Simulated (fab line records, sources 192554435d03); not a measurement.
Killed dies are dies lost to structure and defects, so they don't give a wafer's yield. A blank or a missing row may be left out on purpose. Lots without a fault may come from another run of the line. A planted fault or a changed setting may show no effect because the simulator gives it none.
Problem report in the 8D (eight disciplines) form, filled by code | flow n5_finfet | the parts of the form that need people (team, actions taken, sign-off) are left out

1. THE PROBLEM
run_length_s at N5_HKMG_FIN_ETCH_35 reads a mean of 226.6 s on 3 wafers of 3 lots; wafers without a fault read 267.1 s with a standard deviation of 0.42. That is -96 standard deviations from the usual mean.
The step: etches SOC in N2/H2, target depth 215.8 nm, time 243.4 s.
First seen on wafer L843.2, day 5 20:21, on rie_diel-01. The record holds 13 wafers of 5 lots with a number at this step. Rule for "out", or "out of limits": more than 4 standard deviations from the usual mean. The other wafers with a number count as sound.

2. WHAT IT IS AND WHAT IT IS NOT
question                    | is                     | is not
which readings at this step | run_length_s           | drypump_motor_current_A, n2_flow_sccm, oes_product_au, rf_vpp_V, showerhead_plenum_p_Torr, throttle_valve_pct
which lots                  | L843, L844, L845       | L850, L859
which wafers of those lots  | L843.2, L844.1, L845.2 | L843.6, L844.6, L845.3, L845.5
read on which tools         | rie_diel-01            | rie_diel-02
when                        | from day 5 20:21       | up to then (1 sound wafer); but 9 sound wafers of L844, L845, L850, L859 came after

3. SUSPECTS, AND WHAT RULES EACH OUT
Counting: a tool at a process step up to the reading stays a suspect if it ran every lot that is out. Sound lots after the first of them don't rule it out here, since some wafers of a struck lot are sound.
- rie_diel-01 at N5_HKMG_FIN_ETCH_35 (etches SOC in N2/H2, target depth 215.8 nm, time 243.4 s): kept. It ran every lot that is out, first L843 (day 5 20:21). Its own readings are out on those wafers: run_length_s.
- Within rie_diel-01 at N5_HKMG_FIN_ETCH_35: the wafers that are out ran in chambers 0, 2; their sound lot-mates ran in chambers 1, 3.
Left after counting: rie_diel-01 at N5_HKMG_FIN_ETCH_35.

4. THE CAUSE (what the simulator had put in)
Process parameter drift: rie_diel-01, from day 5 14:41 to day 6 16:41, at N5_HKMG_FIN_ETCH_35. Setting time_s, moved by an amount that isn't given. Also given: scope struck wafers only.
Counting left only this tool.

5. THE CHAIN OF EFFECTS, in route order
Each row: a reading whose mean over the struck wafers that have a number lies more than 3 standard deviations from the usual. Only readings for which the record gives a usual standard deviation are gone through. hours: the time from each lot's start at the first step in this table that gives one to its start at this step, as a median over the lots. sigmas: the change in usual standard deviations.
hours | step                | reading      | usual   | on struck wafers | change | sigmas
0     | N5_HKMG_FIN_ETCH_35 | run_length_s | 267.1 s | 226.6            | -40.5  | -96
The process steps in it:
- N5_HKMG_FIN_ETCH_35: etches SOC in N2/H2, target depth 215.8 nm, time 243.4 s.
Later measuring or inspecting steps at which every struck wafer that the step has a row for has a number for every such reading, and none has moved that far: N5_BEOL_M4_RC_MEAS_101.

6. WHAT WOULD HAVE CAUGHT IT SOONER
In this record the first reading out of limits was taken at day 5 20:21, 6 hours after the fault began at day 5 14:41.
